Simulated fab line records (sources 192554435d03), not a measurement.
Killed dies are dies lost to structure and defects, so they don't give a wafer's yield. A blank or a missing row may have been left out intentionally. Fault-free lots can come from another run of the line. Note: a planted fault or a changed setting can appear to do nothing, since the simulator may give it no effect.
The same fault as seen by 3 desks    flow n5-finfet    what lay behind the numbers comes last; until then each desk has only its own

## THE TOOL OWNER'S DESK: rie-diel-03
The tool's own readings at N5_BEOL_M5_VIA_ETCH_34 (etches SiCOH lowk in C4F6/O2, target depth 88.3 nm, time 39.2 s): means of the sampled wafers that have a number, for each lot that ran on this tool. Any lot whose mean is over 4 standard deviations away from the usual mean is out of limits and marked OUT; that distance is given in the brackets.
Columns: A = bias-w at N5_BEOL_M5_VIA_ETCH_34, usual 185.0 W; B = drypump-motor-current-A at N5_BEOL_M5_VIA_ETCH_34, usual 5.7 A; C = oes-product-au at N5_BEOL_M5_VIA_ETCH_34, usual 0.76 a.u.; D = rf-vpp-V at N5_BEOL_M5_VIA_ETCH_34, usual 669 V; E = showerhead-plenum-p-Torr at N5_BEOL_M5_VIA_ETCH_34, usual 2.92 Torr; F = throttle-valve-pct at N5_BEOL_M5_VIA_ETCH_34, usual 20.78 %
lot   first seen here  A                B    C     D              E     F
L855  day 8 13:57      184.7            6.0  0.74  671            2.94  20.89
L860  day 9 17:58      184.5            5.7  0.73  672            2.94  20.83
L867  day 11 10:11     207.8 (+46) OUT  6.0  0.73  737 (+15) OUT  2.93  20.93
L871  day 12 15:46     208.2 (+46) OUT  6.0  0.73  736 (+15) OUT  2.92  20.94
This desk's finding: out of limits on L867, L871; first on L867, day 11 10:11 (bias-w at N5_BEOL_M5_VIA_ETCH_34). L855, L860: within limits.

## FROM THE METROLOGY DESK
What the gauges read for every lot (on any tool): the sampled wafers with a number, averaged. Any lot whose mean is over 4 standard deviations away from the usual mean is out of limits and marked OUT; that distance is given in the brackets.
Columns: A = cd-nm at N5_BEOL_M5_CD_MEAS_28, usual 30.62 nm; B = V4_OVL at N5_BEOL_M5_OVL_MEAS_29, usual 0.3 nm
lot   first seen here  A      B
L855  day 8 13:21      30.80  -0.1
L860  day 9 17:40      30.43  1.2
L867  day 11 09:28     30.81  1.1
L871  day 12 15:28     30.85  0.6
L872  day 13 03:33     30.81  0.4
L874  day 13 19:27     30.89  1.2
This desk's verdict: no lot among the 6 shows anything out of limits.

## THE DEFECT DESK
Counts from the inspections along the route, per lot, as means over the sampled wafers that have a number. Any lot whose mean is over 4 standard deviations away from the usual mean is out of limits and marked OUT; that distance is given in the brackets.
Columns: A = raw-defect-count at N5_BEOL_M5_INSPECT_30, usual 400
lot   first seen here  A
L855  day 8 13:26      475
L860  day 9 17:45      436
L867  day 11 09:33     431
L871  day 12 15:33     592
L872  day 13 03:38     330
L874  day 13 19:32     404
This desk's verdict: no lot among the 6 shows anything out of limits.

## ALL TOGETHER
The tool owner's desk could have raised an alarm at day 11 10:11, on L867, L871.
Metrology desk: nothing out of limits seen.
No out-of-limits result turned up at the defect desk.
The metrology desk holds a record of L867, L871, inside its limits.
The defect desk has L867, L871 on record, within its limits.
Every lot named ran N5_BEOL_M5_VIA_ETCH_34 on rie-diel-03.

## WHAT HAD BEEN PUT IN BY THE SIMULATOR
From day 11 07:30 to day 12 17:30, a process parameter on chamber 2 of rie-diel-03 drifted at N5_BEOL_M5_VIA_ETCH_34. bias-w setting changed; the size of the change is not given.
Shown lots that were struck: L867, L871.
Delay in hours, fault start to first out-of-limits reading, by desk: the tool owner's desk at 3.
